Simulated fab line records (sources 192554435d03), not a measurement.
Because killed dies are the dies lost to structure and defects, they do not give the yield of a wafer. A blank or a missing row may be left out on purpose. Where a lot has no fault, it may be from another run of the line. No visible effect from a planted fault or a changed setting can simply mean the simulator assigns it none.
The tool behind it: which one? -- flow n5Finfet -- 12 lots, 36 wafers sampled, at 1 step of a route of 1938

== WHAT THE GAUGES READ, wafer by wafer ==
N5_BEOL_M6_CD_MEAS_28 targets a cd of 40 nm.
lot,measured,on,cdNm (nm)
L075,day 8 19:25,cdSem-01,39.94 39.86 39.94
L077,day 9 08:21,cdSem-01,39.36 40.00 39.79
L079,day 9 10:47,cdSem-02,39.74 39.85 39.91
L081,day 10 06:44,cdSem-02,39.95 39.82 39.55
L082,day 10 13:40,cdSem-02,39.76 39.76 39.84
L085,day 11 13:26,cdSem-02,39.64 39.70 40.28
L087,day 11 19:59,cdSem-02,39.95 39.88 40.30
L089,day 12 00:07,cdSem-01,39.83 40.05 40.11
L092,day 12 22:22,cdSem-02,39.97 40.16 39.86
L093,day 13 06:58,cdSem-02,39.99 39.51 39.77
L094,day 14 02:23,cdSem-01,39.98 39.85 40.11
L097,day 14 19:32,cdSem-02,39.73 39.87 40.24

== WHAT TOOL EACH LOT RAN ON (gives the tool, then ch and the chambers of the sampled wafers, and finally the start) ==
The record shows no process step preceding these readings.

== THE ANSWER, worked out from the rows above alone ==
Rule: what is usual is taken from the lots themselves. The widest of any qualifying gaps counts: lots, ordered by their means at a reading, are off when they make up no more than a third of the lots, leave a main group of 4 or more, and stand apart from it by 3 or more times the standard deviation of that group's means. The tables above print the reading to a certain number of digits; a main group whose means all agree to those digits is not used. Also off: a lot with no number at a reading for which 4 or more lots have one. Where the step has rows for the other lots, those lots are counted as sound.
No lot is off on any of the readings shown, so nothing can be concluded from this.

== WHAT THE SIMULATOR PUT IN ==
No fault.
